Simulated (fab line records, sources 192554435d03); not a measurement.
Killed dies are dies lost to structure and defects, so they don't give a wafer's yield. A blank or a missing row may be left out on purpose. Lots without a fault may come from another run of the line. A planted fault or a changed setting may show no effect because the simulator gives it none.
Which tool did it? | flow n5_finfet | 6 lots, 17 wafers sampled, at 1 step of a route of 1938

WHAT THE GAUGES READ, wafer by wafer
N5_BEOL_M14_OCD_MEAS_35.
lot  | measured     | on     | trench_depth_nm (nm)
L308 | day 12 19:37 | ocd-01 | 559 551 558
L314 | day 13 22:25 | ocd-01 | 552 565 557
L316 | day 14 13:51 | ocd-02 | 554 554 552
L318 | day 15 10:31 | ocd-02 | 547 551 533
L320 | day 15 21:26 | ocd-02 | 549 546
L330 | day 18 17:51 | ocd-02 | 563 556 561

WHICH TOOL RAN EACH LOT (tool, then ch and the chambers of the sampled wafers, then the start)
The record holds no process step before these readings.

THE ANSWER, worked out from the rows above alone
Rule: what is usual is taken from the lots themselves. Put in order of their means at a reading, lots are off if they are a third of the lots or fewer, leave a main group of 4 or more, and stand apart from it by a gap of 3 or more times the standard deviation of the main group's means; of several such gaps the widest counts. A main group whose means are all the same, to the digits that the tables above print for the reading, isn't used. A lot without any number at a reading at which 4 lots or more have one is off too. The other lots that the step has rows for count as sound.
No lot is off at any reading shown: from this, nothing can be told.

WHAT THE SIMULATOR HAD PUT IN
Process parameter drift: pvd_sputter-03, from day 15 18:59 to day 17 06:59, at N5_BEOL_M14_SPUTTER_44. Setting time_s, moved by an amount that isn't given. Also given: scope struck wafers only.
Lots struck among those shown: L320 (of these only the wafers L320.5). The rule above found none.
